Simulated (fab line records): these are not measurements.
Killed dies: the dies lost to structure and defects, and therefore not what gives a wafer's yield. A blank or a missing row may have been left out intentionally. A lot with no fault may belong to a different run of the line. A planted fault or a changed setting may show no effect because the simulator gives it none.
One fault through the eyes of 2 desks / flow n5_finfet / numbers are kept per desk, each desk with only its own; the story behind them comes last

TOOL OWNER'S DESK, ald_sin-01
The tool's own readings at N5_FIN_SAQP_SPACER2_ALD_28 (deposits SiO2, target thk 8.1 nm, pulse time 1 s, purge time 2 s): means of the sampled wafers that have a number, for each lot that ran on this tool. The brackets show how far a lot's mean lies from the usual mean; more than 4 standard deviations puts the lot out of limits, marked OUT.
Columns: A = heater_power_w at N5_FIN_SAQP_SPACER2_ALD_28, usual 457 W; B = precursor_pulse_height_rel at N5_FIN_SAQP_SPACER2_ALD_28, usual 0.999
lot=L452; first seen here=day 2 07:19; A=405; B=0.992
lot=L458; first seen here=day 3 20:49; A=424; B=0.997
lot=L461; first seen here=day 4 13:57; A=413; B=1.002
lot=L463; first seen here=day 5 03:07; A=481; B=1.002
lot=L464; first seen here=day 5 07:44; A=468; B=1.008
lot=L469; first seen here=day 6 13:56; A=469; B=1.027
This desk found nothing out of limits on any of the 6 lots.

METROLOGY DESK
Means of the sampled wafers that have a number, per lot and without regard to the tool the lot ran on: this is what the gauges read. The brackets show how far a lot's mean lies from the usual mean; more than 4 standard deviations puts the lot out of limits, marked OUT. It has 19 readings; the 7 that lie furthest out on some lot are the ones shown.
Columns: A = cd_nm at N5_FIN_SAQP_CD_MEAS_31, usual 8.06 nm; B = cd_nm at N5_FIN_SAQP_CD_MEAS_37, usual 8.09 nm; C = DIBL_P at N5_BEOL_M4_RC_MEAS_101, usual 36.5 mV/V; D = ION_N at N5_BEOL_M4_RC_MEAS_101, usual 675 uA/um; E = ION_P at N5_BEOL_M4_RC_MEAS_101, usual 465 uA/um; F = VT_N at N5_BEOL_M4_RC_MEAS_101, usual 250 mV; G = VT_N_LVT at N5_BEOL_M4_RC_MEAS_101, usual 98 mV
lot=L452; first seen here=day 2 07:50; A=8.20; B=8.17; C=36.4; D=676; E=471; F=249; G=98
lot=L453; first seen here=day 2 14:44; A=8.08; B=8.20; C=36.1; D=672; E=460; F=249; G=98
lot=L456; first seen here=day 3 07:42; A=8.03; B=7.96; C=36.0; D=676; E=463; F=249; G=96
lot=L457; first seen here=day 3 13:11; A=7.89; B=8.09; C=35.4; D=674; E=467; F=252; G=99
lot=L458; first seen here=day 3 21:21; A=8.19; B=7.91; C=33.8; D=673; E=462; F=251; G=98
lot=L459; first seen here=day 4 02:52; A=7.95; B=7.79; C=37.1; D=677; E=466; F=250; G=95
lot=L460; first seen here=day 4 07:45; A=8.03; B=7.94; C=35.8; D=673; E=467; F=250; G=97
lot=L461; first seen here=day 4 14:34; A=8.13; B=8.26; C=36.5; D=668; E=460; F=247; G=96
lot=L462; first seen here=day 4 19:54; A=8.12; B=8.07; C=34.1; D=673; E=463; F=252; G=103
lot=L463; first seen here=day 5 03:55; A=8.21; B=8.16; C=38.6; D=685; E=468; F=247; G=97
lot=L464; first seen here=day 5 08:16; A=7.25; B=7.36; C=30.6; D=636; E=446; F=261; G=110
lot=L465; first seen here=day 5 14:41; A=8.23; B=8.04; C=35.1; D=666; E=460; F=250; G=99
lot=L469; first seen here=day 6 14:28; A=7.43; B=7.28; C=32.1; D=639; E=445; F=259; G=108
lot=L473; first seen here=day 7 14:10; A=8.14; B=8.16; C=39.4; D=692; E=475; F=247; G=93
This desk found nothing out of limits on any of the 14 lots.

BROUGHT TOGETHER
The tool owner's desk saw nothing out of limits.
Nothing out of limits was seen by the metrology desk.

WHAT WAS PUT IN BY THE SIMULATOR
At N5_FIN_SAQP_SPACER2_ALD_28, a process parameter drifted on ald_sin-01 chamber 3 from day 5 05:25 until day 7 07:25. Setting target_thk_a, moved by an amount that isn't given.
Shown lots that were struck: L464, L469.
